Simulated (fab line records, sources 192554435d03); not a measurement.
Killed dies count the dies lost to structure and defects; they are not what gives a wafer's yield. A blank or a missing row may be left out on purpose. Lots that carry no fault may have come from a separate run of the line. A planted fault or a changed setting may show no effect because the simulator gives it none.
A struck lot beside a sound one | flow n5Finfet | 26 steps out of a route of 1938
Sound: wafers L362.4, L362.5, L362.6. Wafers L376.1, L376.3, L376.6 were the ones struck. Last of all comes the cause.
For every step that has rows: the tool of each side, followed by ch and its chambers, followed by its first start. Under that, the readings that differ: sound wafers | struck wafers | difference of the means | sigmas: that difference in standard deviations of wafers without a fault.
alike: a reading whose means differ by less than 2 such deviations, as well as words and numbers matching on both sides. not compared: withheld readings; readings where some wafer has no value; bounds like >300 that might hide an equal value; numbers whose values overlap and for which the record gives no deviation.
Wherever a step has rows on one side only, a row that says differs or no value, or a row with sigmas, the two part there. Non-overlapping numbers with no deviation appear without sigmas and do not part them. A reading missing from all wafers of one side parts the sides only when that side holds two or more wafers.

first, 8 steps without rows for these wafers: N5_BEOL_M7_DEVELOP_10 (develop time 30 s); N5_BEOL_M7_DESCUM_16 (chemistry O2, time 7.9 s); N5_BEOL_M7_ETCH_61 (etches SiARC in CF4, target depth 45.5 nm, time 75.8 s); N5_BEOL_M7_ETCH_62 (etches SOC in N2/H2, target depth 110 nm, overetch 22 nm, time 165 s); N5_BEOL_M7_STRIP_68 (strips in N2/H2); N5_BEOL_M7_STRIP_67 (strips in CF4); N5_BEOL_M7_HM_OPEN_17 (chemistry Cl2/BCl3, target TiN, target depth 20 nm, overetch 6 nm); N5_BEOL_M7_STRIP_19 (strips in O2).
N5_BEOL_M7_COAT_63: time 60 s, resist thk 60 nm.
  sound on lithoTrack-05 ch 0, day 10 07:53; struck on lithoTrack-05 ch 0, day 13 08:50
reading                                 | sound                | struck               | difference | sigmas
spinSpeedRpm (rpm)                      | 1498.7 1499.8 1500.0 | 1395.3 1395.4 1395.3 | -104.2     | -99 or more
model.SOC_of_BEOL_M7_COAT_63.thkNm (nm) | 60.2 60.2 60.2       | 62.4 62.4 62.6       | +2.3       | 
  alike: chillPlateTempC, dispensePressureKPa
then, 11 steps without rows for these wafers: N5_BEOL_M7_COAT_64 (time 60 s, resist thk 12 nm); N5_BEOL_M7_COAT_71 (time 60 s, resist thk 5 nm); N5_BEOL_M7_COAT_22 (resist thk 30 nm); N5_BEOL_M7_EBR_24; N5_BEOL_M7_SOFTBAKE_23 (time 60 s); N5_BEOL_M7_EXPOSE_25 (exposes mask V6, target cd 40 nm); N5_BEOL_M7_PEB_26 (peb time 60 s); N5_BEOL_M7_DEVELOP_27 (develop time 30 s); N5_BEOL_M7_DESCUM_33 (chemistry O2, time 7 s); N5_BEOL_M7_ETCH_72 (etches underlayer in N2/H2, target depth 6.5 nm, time 5.2 s); N5_BEOL_M7_ETCH_65 (etches SiARC in CF4, target depth 15.6 nm, time 26 s).
N5_BEOL_M7_ETCH_66: etches SOC in N2/H2, target depth 80 nm, overetch 16 nm, time 120 s.
  sound on rieDiel-02 ch 1,2, day 10 09:01; struck on rieDiel-06 ch 0,2,3, day 13 09:31
reading                 | sound           | struck           | difference | sigmas
model.etch.depthNm (nm) | 60.16 60.2 60.2 | 62.4 62.43 62.59 | +2.3       | 
  alike: drypumpMotorCurrentA, oesProductAu, rfVppV, showerheadPlenumPTorr, tempC, throttleValvePct
  not compared: rfHoursCounterH
then, 2 steps without rows for these wafers: N5_BEOL_M7_STRIP_69 (strips in N2/H2); N5_BEOL_M7_STRIP_73 (strips in N2/H2).
N5_BEOL_M7_VIA_ETCH_34: etches SiCOH lowk in C4F6/O2, target depth 125.5 nm, time 50.5 s.
  sound on rieDiel-02 ch 1,2, day 10 09:07; struck on rieDiel-06 ch 0,2,3, day 13 09:37
reading                                 | sound        | struck         | difference | sigmas
model.SOC_of_BEOL_M7_COAT_63.thkNm (nm) | 54.2 54.2 54 | 56.4 56.4 56.8 | +2.4       | 
  alike: drypumpMotorCurrentA, mfcArSccm, oesProductAu, rfVppV, showerheadPlenumPTorr, throttleValvePct
  not compared: rfHoursCounterH
then, 2 steps without rows for these wafers: N5_BEOL_M7_STRIP_76 (strips in C4F6/O2); N5_PASSIVATION_PROBE_49.

## WHERE THEY PART
Within this record, at N5_BEOL_M7_COAT_63 only. Later steps at which nothing parts them and some readings are alike: N5_BEOL_M7_ETCH_66, N5_BEOL_M7_VIA_ETCH_34.

WHY: whatever the simulator had introduced
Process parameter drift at N5_BEOL_M7_COAT_63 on lithoTrack-05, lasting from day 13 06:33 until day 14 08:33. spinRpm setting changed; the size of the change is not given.
